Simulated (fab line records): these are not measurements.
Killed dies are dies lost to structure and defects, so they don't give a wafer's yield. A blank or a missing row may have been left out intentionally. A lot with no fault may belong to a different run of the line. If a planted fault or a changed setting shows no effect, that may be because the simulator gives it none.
fab line records    flow n5-finfet
record lots=6  wafers=18  last-day=17
route steps=1938 shown BEOL_M0_SAQP@659 BEOL_M4@1111
lots that met no fault: taken from a fault-free run of the same line
start-h: hours from the record's opening day to when the first of the lot's shown wafers began    wait-h: hours from the lot's prior step to this one    " identical to the entry in the row above    L1.1+2: a single row standing in for several wafers    - no value present, or no start provided    * or withheld: withheld    < > ~ a bound
route shown NAME@n: NAME is a module with steps in the file, n the number in the route of the first one    usual: mean and standard deviation over wafers with no fault    same: alike in all rows    chamber/n: place in a boat    sites: per-site readings    _std_site: their standard deviation    _edge_site: inner sites' mean taken away from outer sites' mean    radius-mm: how far each site lies from the wafer's centre    mask NAME#n: copy n    behind: the last tool/chamber to shape the wafer    hold: cause of the lot's hold/its duration in hours/its outcome    device: the transistor (n, p or np) that didn't switch    end of line: at the end of the route, the tests of the same wafers    step lacking rows: just its recipe    killed: count of dies lost to structure and defects at first sort (not the wafer's yield)    map: dies across one wafer; x = killed, . = not, _ = none there
set.NAME: the setting the step ran with; set.NAME@STEP: the setting that earlier step ran with    model.NAME: the simulator's own value behind a step, which no gauge read
lots at selected steps of the route; one table per step, one row per wafer
services: a tool's chamber out of use, with start hour (start-h, from the record's first day; less than 0 if before it), hours out, and reason
## steps
# step N5_BEOL_M0_SAQP_STRIP_86
# recipe chemistry=N2/H2  power-w=500  temp-c=40  pressure-mtorr=50  rf-frequency-hz=6e+07  overash-fraction=0.3  bias-power-w=28  h2-frac=0.5  n2-flow-sccm=300  h2-flow-sccm=300
# usual drypump-motor-current-A=5.7/0.33  oes-product-au=0.77/0.089  rf-vpp-V=121.8/1.3  showerhead-plenum-p-Torr=3.37/0.085  throttle-valve-pct=18.80/0.23
lot.wafer  tool         chamber  start-h  wait-h  drypump-motor-current-A  oes-product-au  rf-hours-counter-h  rf-vpp-V  showerhead-plenum-p-Torr  throttle-valve-pct
L912.1     rie-diel-05  1        133.00   0.1     5.2                      0.76            134                 121.6     3.37                      18.65
L912.3     "            0        "        "       5.4                      0.94            9                   123.1     3.58                      18.50
L912.4     "            3        "        "       5.6                      0.69            202                 122.1     3.33                      18.66
L913.1     rie-diel-01  3        147.20   0.1     5.7                      0.75            132                 122.0     3.23                      18.76
L913.2     "            0        "        "       5.3                      0.85            53                  122.5     3.39                      18.60
L913.6     "            0        "        "       5.3                      0.83            -                   121.9     3.39                      18.65
L920.1     rie-diel-01  0        185.04   0.1     5.3                      0.84            63                  122.9     3.38                      18.65
L920.2     "            3        "        "       5.7                      0.73            142                 122.6     3.23                      18.81
L920.6     "            1        "        "       5.5                      0.73            -                   124.6     3.35                      18.72
L924.1     rie-diel-05  2        214.31   0.1     5.9                      0.71            223                 120.6     3.32                      18.87
L924.2     "            0        "        "       5.4                      0.88            33                  123.4     3.56                      18.56
L924.6     "            0        "        "       5.4                      0.89            -                   123.9     3.56                      18.54
L925.4     rie-diel-05  2        218.02   0.1     5.8                      0.70            224                 122.5     3.32                      18.91
L925.5     "            2        "        "       5.9                      0.71            -                   121.7     3.32                      18.92
L925.6     "            1        "        "       5.3                      0.73            -                   120.6     3.36                      18.71
L931.1     rie-diel-04  0        254.12   0.1     5.6                      0.96            7                   123.3     3.45                      18.64
L931.3     "            3        "        "       5.9                      0.91            16                  122.6     3.44                      18.91
L931.6     "            0        "        "       5.6                      0.96            -                   123.5     3.45                      18.65
# step N5_BEOL_M0_SAQP_STRIP_115
# recipe chemistry=post-etch-residue-remover  time-s=60  temp-c=25  remover-ph=withheld  remover-water-wt-pct=withheld  remover-fluoride-wt-pct=withheld
# step N5_BEOL_M0_SAQP_SRD_93
# recipe dry=ipa-marangoni  time-s=30  temp-c=23  rinse-liquid=diw
# step N5_BEOL_M0_SAQP_RECESS_114
# recipe chemistry=HF/NH3  target=SiO2  target-depth-a=144  afs-cycles=3  temp-c=30  sublimation-temp-c=180  sublimation-time-s=60
# usual drypump-motor-current-A=5.59/0.22  sublimation-temp-c=179.98/0.16
# same afs-cycles=3
lot.wafer  tool           chamber  start-h  wait-h  drypump-motor-current-A  sublimation-temp-c
L912.1     vapor-etch-01  0        133.17   0.1     5.91                     179.80
L912.3     "              1        "        "       5.38                     179.59
L912.4     "              0        "        "       5.94                     179.96
L913.1     vapor-etch-01  1        147.33   0.0     5.35                     179.96
L913.2     "              0        "        "       5.91                     180.14
L913.6     "              1        "        "       5.33                     180.16
L920.1     vapor-etch-02  0        185.17   0.0     5.70                     179.98
L920.2     "              1        "        "       5.44                     179.95
L920.6     "              0        "        "       5.69                     179.94
L924.1     vapor-etch-02  0        214.44   0.0     5.68                     179.86
L924.2     "              1        "        "       5.43                     180.14
L924.6     "              0        "        "       5.69                     179.89
L925.4     vapor-etch-01  1        218.28   0.1     5.35                     180.19
L925.5     "              0        "        "       5.91                     180.04
L925.6     "              1        "        "       5.30                     179.68
L931.1     vapor-etch-01  0        254.25   0.0     5.97                     179.86
L931.3     "              0        "        "       5.95                     179.90
L931.6     "              1        "        "       5.36                     180.00
# step N5_BEOL_M0_SAQP_SPACER1_ALD_98
# recipe material=SiO2  target-thk-a=128  temp-c=300  ald-precursor-family=BDEAS  ald-co-reactant=O2-plasma  pulse-time-s=1  purge-time-s=2  co-reactant-purge-time-s=2  ald-cycles=138  pressure-torr=2
# step N5_BEOL_M0_SAQP_SPACER1_ETCHBACK_99
# recipe chemistry=CHF3/O2  mode=anisotropic-etchback  target=SiO2  target-depth-a=154  time-s=7.7  pressure-mtorr=30  source-w=650  bias-w=170  Ar_flow_sccm=200  CHF3_flow_sccm=50  O2_flow_sccm=5  ion-energy-ev=200
# step N5_BEOL_M0_SAQP_MANDREL1_REMOVE_100
# recipe chemistry=HBr/Cl2/O2  bt-time-s=10  target=a-Si  stop-on=SiNx  endpoint=OES-SiCl  over-etch-frac=0.85  icp-w=600  bias-w=30  HBr_flow_sccm=150  Cl2_flow_sccm=80  O2_flow_sccm=5  pressure-mtorr=10
# usual drypump-motor-current-A=5.8/0.55  oes-product-au=1.009/0.015  throttle-valve-pct=36.6/0.4
lot.wafer  tool       chamber  start-h  wait-h  drypump-motor-current-A  oes-product-au  rf-hours-counter-h  throttle-valve-pct
L912.1     rie-si-05  3        134.13   0.1     6.2                      0.990           121                 36.8
L912.3     "          0        "        "       6.3                      1.005           20                  36.4
L912.4     "          1        "        "       5.1                      1.021           27                  36.3
L913.1     rie-si-01  2        148.28   0.1     5.8                      0.998           29                  36.8
L913.2     "          3        "        "       5.0                      1.000           163                 36.3
L913.6     "          1        "        "       5.7                      0.990           -                   36.3
L920.1     rie-si-01  1        186.13   0.1     5.7                      0.999           36                  36.3
L920.2     "          2        "        "       5.8                      0.994           29                  36.8
L920.6     "          3        "        "       5.0                      1.007           -                   36.3
L924.1     rie-si-05  0        215.43   0.1     6.3                      1.003           21                  36.4
L924.2     "          2        "        "       6.5                      0.997           75                  36.3
L924.6     "          3        "        "       6.2                      0.983           -                   36.8
L925.4     rie-si-03  0        219.49   0.0     6.3                      1.037           7                   36.4
L925.5     "          2        "        "       5.5                      0.997           -                   37.4
L925.6     "          1        "        "       5.3                      1.016           -                   37.4
L931.1     rie-si-05  0        255.20   0.1     6.2                      1.001           22                  36.4
L931.3     "          1        "        "       5.1                      1.000           29                  36.3
L931.6     "          2        "        "       6.5                      0.999           -                   36.3
# step N5_BEOL_M0_SAQP_CD_MEAS_25
# recipe target-cd-nm=13.1  landing-energy-ev=1000  detector=se-inlens
# usual cd-nm=12.82/0.22
lot.wafer  tool       chamber  start-h  wait-h  cd-nm
L912.1     cd-sem-01  0        134.24   0.1     12.81
L912.3     "          0        "        "       12.70
L912.4     "          0        "        "       12.76
L913.1     cd-sem-01  0        148.39   0.1     12.97
L913.2     "          0        "        "       12.51
L913.6     "          0        "        "       13.00
L920.1     cd-sem-01  0        186.24   0.1     12.97
L920.2     "          0        "        "       12.93
L920.6     "          0        "        "       12.73
L924.1     cd-sem-02  0        215.54   0.1     12.86
L924.2     "          0        "        "       13.22
L924.6     "          0        "        "       13.09
L925.4     cd-sem-03  0        219.60   0.1     12.64
L925.5     "          0        "        "       12.78
L925.6     "          0        "        "       12.92
L931.1     cd-sem-03  0        255.31   0.1     12.77
L931.3     "          0        "        "       13.30
L931.6     "          0        "        "       13.36
# step N5_BEOL_M0_SAQP_ETCH_101
# recipe chemistry=CH3F/O2  target=SiNx  mask-material=SiO2  target-depth-a=299  time-s=42.7  pressure-mtorr=30  source-w=395  bias-w=73  Ar_flow_sccm=150  CH3F_flow_sccm=30  O2_flow_sccm=20  ion-energy-ev=120
# usual drypump-motor-current-A=5.7/0.33  mfc-ar-sccm=150.0/0.48  oes_ar_750_au=0.76/0.079  oes-product-au=0.76/0.082  rf-vpp-V=298/6.2  showerhead-plenum-p-Torr=2.00/0.059  throttle-valve-pct=16.4/0.31
lot.wafer  tool         chamber  start-h  wait-h  drypump-motor-current-A  mfc-ar-sccm  oes_ar_750_au  oes-product-au  rf-hours-counter-h  rf-vpp-V  showerhead-plenum-p-Torr  throttle-valve-pct
L912.1     rie-diel-01  2        134.27   0.0     5.4                      149.8        0.70           0.69            229                 303       1.99                      16.9
L912.3     "            0        "        "       5.3                      150.1        0.86           0.85            51                  287       2.04                      16.3
L912.4     "            3        "        "       5.7                      149.3        0.74           0.75            129                 302       1.91                      16.1
L913.1     rie-diel-05  0        148.43   0.0     5.4                      150.5        0.94           0.93            13                  294       2.15                      16.3
L913.2     "            2        "        "       5.9                      150.0        0.73           0.71            205                 291       1.99                      16.4
L913.6     "            3        "        "       5.6                      150.8        0.68           0.68            -                   293       2.00                      16.5
L920.1     rie-diel-04  1        186.36   0.1     6.3                      149.0        0.70           0.70            226                 308       2.05                      16.6
L920.2     "            0        "        "       5.6                      150.1        0.70           0.69            247                 288       2.06                      16.6
L920.6     "            1        "        "       6.3                      150.0        0.70           0.69            -                   308       2.05                      16.6
L924.1     rie-diel-01  0        215.58   0.0     5.3                      149.8        0.84           0.83            70                  286       2.03                      16.3
L924.2     "            1        "        "       5.5                      149.7        0.74           0.74            181                 302       1.98                      16.3
L924.6     "            2        "        "       5.4                      149.9        0.68           0.68            -                   302       1.98                      16.9
L925.4     rie-diel-05  1        219.63   0.0     5.2                      149.9        0.76           0.75            155                 293       2.00                      16.1
L925.5     "            0        "        "       5.4                      150.1        0.90           0.88            -                   295       2.14                      16.3
L925.6     "            3        "        "       5.6                      149.5        0.67           0.67            -                   294       2.00                      16.6
L931.1     rie-diel-01  3        255.35   0.0     5.7                      149.8        0.72           0.71            163                 302       1.89                      16.2
L931.3     "            1        "        "       5.5                      151.1        0.73           0.73            195                 303       1.98                      16.3
L931.6     "            3        "        "       5.7                      149.1        0.72           0.71            -                   300       1.89                      16.2
# step N5_BEOL_M0_SAQP_ETCH_102
# recipe chemistry=CF4  target=SiO2  target-depth-a=40  ion-energy-ev=350  time-s=4.4  pressure-mtorr=10  icp-w=800  bias-w=400  cf4-flow-sccm=80
# step N5_BEOL_M0_SAQP_MANDREL_ETCH_103
# recipe chemistry=HBr/Cl2  target=a-Si  target-depth-a=450  bt-time-s=10  stop-on=SiCN  mask-material=SiO2  over-etch-frac=0.8  time-s=27  pressure-mtorr=10  icp-w=800  bias-w=75  HBr_flow_sccm=150  Cl2_flow_sccm=80  ends=end-point
# usual drypump-motor-current-A=5.8/0.53  oes-product-au=0.687/0.011  throttle-valve-pct=35.3/0.36
lot.wafer  tool       chamber  start-h  wait-h  drypump-motor-current-A  oes-product-au  rf-hours-counter-h  throttle-valve-pct
L912.1     rie-si-03  1        134.41   0.0     5.3                      0.691           77                  36.1
L912.3     "          2        "        "       5.5                      0.675           106                 36.1
L912.4     "          0        "        "       6.3                      0.701           5                   35.1
L913.1     rie-si-05  3        148.56   0.0     6.2                      0.664           121                 35.5
L913.2     "          1        "        "       5.1                      0.681           27                  35.1
L913.6     "          2        "        "       6.5                      0.681           -                   35.1
L920.1     rie-si-01  0        186.50   0.0     6.2                      0.684           66                  35.6
L920.2     "          3        "        "       5.0                      0.693           164                 35.0
L920.6     "          1        "        "       5.7                      0.687           -                   35.0
L924.1     rie-si-01  2        215.72   0.0     5.8                      0.678           30                  35.5
L924.2     "          3        "        "       5.0                      0.685           164                 35.0
L924.6     "          2        "        "       5.8                      0.669           -                   35.5
L925.4     rie-si-05  0        219.77   0.0     6.2                      0.700           22                  35.1
L925.5     "          1        "        "       5.1                      0.688           -                   35.0
L925.6     "          0        "        "       6.2                      0.704           -                   35.1
L931.1     rie-si-03  1        255.48   0.0     5.4                      0.675           79                  36.1
L931.3     "          0        "        "       6.3                      0.696           7                   35.1
L931.6     "          1        "        "       5.3                      0.683           -                   36.1
# step N5_BEOL_M0_SAQP_RECESS_104
# recipe chemistry=HF/NH3  target=SiO2  target-depth-a=180  afs-cycles=3  temp-c=30  sublimation-temp-c=180  sublimation-time-s=60
# step N5_BEOL_M0_SAQP_COAT_105
# recipe resist=SOC  temp-c=250  time-s=60  spin-rpm=1500  resist-thk-nm=100
# usual resist-line-temp-C=23.02/0.12  spin-speed-rpm=1500.1/0.96
lot.wafer  tool            chamber  start-h  wait-h  resist-line-temp-C  spin-speed-rpm  model.SOC_of_BEOL_M0_SAQP_COAT_105.thk-nm
L912.1     litho-track-05  0        134.88   0.3     23.03               1501.4          100
L912.3     "               0        "        "       22.95               1500.0          99.8
L912.4     "               0        "        "       22.93               1500.7          99.8
L913.1     litho-track-05  0        149.04   0.3     23.12               1498.3          100
L913.2     "               0        "        "       23.04               1499.4          100.2
L913.6     "               0        "        "       23.18               1498.4          100.4
L920.1     litho-track-02  0        186.99   0.3     23.17               1500.2          99.8
L920.2     "               0        "        "       22.99               1500.2          99.8
L920.6     "               0        "        "       22.93               1500.5          99.8
L924.1     litho-track-02  0        216.19   0.3     23.05               1408.0          103
L924.2     "               0        "        "       23.09               1408.4          103.2
L924.6     "               0        "        "       22.97               1408.9          103.2
L925.4     litho-track-02  0        220.25   0.2     22.88               1407.1          102.8
L925.5     "               0        "        "       22.93               1407.8          102.8
L925.6     "               0        "        "       22.97               1407.7          102.8
L931.1     litho-track-05  0        255.95   0.3     23.00               1499.5          100
L931.3     "               0        "        "       23.17               1499.3          100.2
L931.6     "               0        "        "       22.97               1499.6          100.2
# step N5_BEOL_M0_SAQP_ETCH_106
# recipe chemistry=N2/H2  target=SOC  target-depth-a=1500  stop-on=SiNx  ion-energy-ev=100  bias-w=61  pressure-mtorr=30  source-w=850  n2-flow-sccm=200  h2-flow-sccm=200
# usual drypump-motor-current-A=5.7/0.33  oes-product-au=0.77/0.09  rf-vpp-V=240.8/1.1  showerhead-plenum-p-Torr=2.55/0.067  throttle-valve-pct=17.75/0.24
lot.wafer  tool         chamber  start-h  wait-h  drypump-motor-current-A  oes-product-au  rf-hours-counter-h  rf-vpp-V  showerhead-plenum-p-Torr  throttle-valve-pct  model.SOC_of_BEOL_M0_SAQP_COAT_105.thk-nm
L912.1     rie-diel-01  2        134.94   -       5.4                      0.69            229                 242.4     2.51                      18.29               26.8
L912.3     "            1        "        "       5.6                      0.74            163                 241.8     2.54                      17.73               24.6
L912.4     "            0        "        "       5.3                      0.84            51                  241.7     2.57                      17.61               23
L913.1     rie-diel-05  2        149.10   -       5.8                      0.71            205                 240.9     2.52                      17.82               26.2
L913.2     "            0        "        "       5.4                      0.92            14                  241.7     2.71                      17.65               24
L913.6     "            2        "        "       5.9                      0.71            -                   241.8     2.52                      17.83               27
L920.1     rie-diel-01  1        187.05   -       5.5                      0.74            176                 240.6     2.53                      17.78               22.6
L920.2     "            2        "        "       5.4                      0.68            243                 240.3     2.51                      18.32               25
L920.6     "            1        "        "       5.5                      0.73            -                   240.3     2.53                      17.76               22.4
L924.1     rie-diel-01  2        216.25   -       5.4                      0.68            252                 239.5     2.50                      18.33               29
L924.2     "            1        "        "       5.5                      0.73            181                 239.6     2.53                      17.77               26.8
L924.6     "            0        "        "       5.3                      0.81            -                   240.6     2.56                      17.66               25.4
L925.4     rie-diel-04  2        220.33   -       6.2                      0.85            -                   239.9     2.49                      17.34               24.4
L925.5     "            1        "        "       6.3                      0.68            -                   241.5     2.60                      17.96               26.4
L925.6     "            3        "        "       5.9                      0.94            -                   242.3     2.61                      17.65               27.6
L931.1     rie-diel-04  3        256.26   -       5.9                      0.88            16                  240.4     2.60                      17.69               25.8
L931.3     "            0        "        "       5.6                      0.95            8                   242.1     2.62                      17.60               24.6
L931.6     "            0        "        "       5.6                      0.94            -                   241.4     2.62                      17.60               24.2
# step N5_BEOL_M0_SAQP_ETCH_107
# recipe chemistry=CH3F/O2  target=SiNx  target-depth-a=300  mask-material=SOC  pressure-mtorr=30  source-w=395  bias-w=73  Ar_flow_sccm=150  CH3F_flow_sccm=30  O2_flow_sccm=20  ion-energy-ev=120
# step N5_BEOL_M4_RC_MEAS_101
# usual DIBL_N=36.0/1.9  DIBL_P=36.0/2.1  IOFF_N=0.155/0.029  IOFF_P=0.20/0.032  ION_N=672/11  ION_P=461/6.9  SS_N=71.5/0.58  SS_P=73.2/0.64  VT_N=250.4/2.9  VT_P=-251.0/2.8
lot.wafer  tool       chamber  start-h  wait-h  DIBL_N[mV/V]  DIBL_P[mV/V]  IOFF_N[nA/um]  IOFF_P[nA/um]  ION_N[uA/um]  ION_P[uA/um]  SS_N[mV/dec]  SS_P[mV/dec]  VT_N[mV]  VT_P[mV]
L912.1     prober-01  0        209.97   0.0     37.1          36.4          0.160          0.22           665           461           72.0          72.8          250.9     -249.1
L912.3     "          0        "        "       37.3          35.9          0.154          0.22           659           460           71.5          73.5          253.5     -250.7
L912.4     "          0        "        "       36.4          36.0          0.143          0.21           668           463           71.4          72.7          251.8     -248.4
L913.1     prober-02  0        214.31   0.0     40.1          40.3          0.224          0.27           675           464           72.9          74.0          247.6     -248.9
L913.2     "          0        "        "       38.9          38.8          0.185          0.25           682           472           71.4          73.7          250.4     -247.6
L913.6     "          0        "        "       39.9          39.2          0.214          0.26           674           461           71.1          73.9          247.6     -245.5
L920.1     prober-01  0        249.65   0.0     37.5          36.7          0.189          0.22           674           457           72.7          73.3          247.8     -248.9
L920.2     "          0        "        "       37.1          36.4          0.163          0.21           667           451           71.6          73.9          247.3     -251.0
L920.6     "          0        "        "       36.6          36.0          0.158          0.20           658           450           71.7          73.3          248.4     -253.3
L924.1     prober-02  0        279.51   0.0     37.1          37.0          0.151          0.19           668           455           72.0          73.4          253.4     -252.6
L924.2     "          0        "        "       34.3          35.4          0.121          0.17           666           459           71.0          73.4          255.7     -252.1
L924.6     "          0        "        "       35.8          35.8          0.122          0.17           666           453           71.1          73.3          258.4     -254.2
L925.4     prober-01  0        285.65   0.5     34.1          35.4          0.123          0.16           668           456           71.3          72.9          253.4     -256.1
L925.5     "          0        "        "       35.9          37.6          0.153          0.19           677           465           71.7          73.3          248.6     -254.5
L925.6     "          0        "        "       33.2          34.1          0.113          0.15           664           459           71.1          73.1          254.9     -258.0
L931.1     prober-01  0        311.35   0.0     35.8          33.2          0.143          0.18           661           453           71.0          73.1          250.2     -253.6
L931.3     "          0        "        "       37.8          36.0          0.173          0.22           665           453           72.0          74.1          247.7     -250.3
L931.6     "          0        "        "       38.5          37.5          0.198          0.25           685           465           72.1          74.3          247.6     -248.4
## services
tool           chamber  start-h  hours  kind
rie-si-01      2        111.18   8.4    repair
rie-si-01      2        126.74   7.9    repair
rie-diel-05    1        141.67   9.0    repair
rie-si-05      -        183.94   14.6   pm
rie-diel-04    3        184.80   -      clean
rie-diel-04    3        184.80   -      consumable-replace:focus-ring
rie-diel-04    3        184.80   21.8   scheduled-down
rie-diel-04    3        184.80   21.8   vent-cycle
rie-diel-05    3        190.29   7.9    repair
rie-diel-01    1        194.00   11.3   repair
rie-diel-01    0        197.51   3.7    repair
rie-diel-04    0        206.61   -      clean
rie-diel-04    0        206.61   -      consumable-replace:focus-ring
rie-diel-04    0        206.61   19.9   scheduled-down
rie-diel-04    0        206.61   19.9   vent-cycle
vapor-etch-01  -        211.12   0.9    repair
rie-diel-01    3        226.04   5.8    repair
rie-diel-01    2        236.17   32.3   repair
rie-diel-01    -        236.82   0.8    repair
rie-diel-04    1        253.83   13.9   repair
vapor-etch-01  -        255.17   19.9   repair
## key
first-sign step=N5_BEOL_M0_SAQP_COAT_105  reading=spin-speed-rpm  direction=down  sigmas=96  usual=*  struck=*
effect none on later readings
model-effect step=N5_BEOL_M0_SAQP_COAT_105  value=SOC_of_BEOL_M0_SAQP_COAT_105.thk-nm  without=99.73  struck=103
model-effect step=N5_BEOL_M0_SAQP_ETCH_106  value=SOC_of_BEOL_M0_SAQP_COAT_105.thk-nm  without=23.4  struck=26.6
met-at N5_BEOL_M0_SAQP_COAT_105
struck-wafers L924.1,L924.2,L924.6,L925.4,L925.5,L925.6
onset-between 186.99 216.19
fault kind=process-parameter-drift  tool=litho-track-02  chamber=-  onset-h=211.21  steps=N5_BEOL_M0_SAQP_COAT_105  channel=spin-rpm  offset=*  shape=step  end-h=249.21  acts-in=*  stated=*
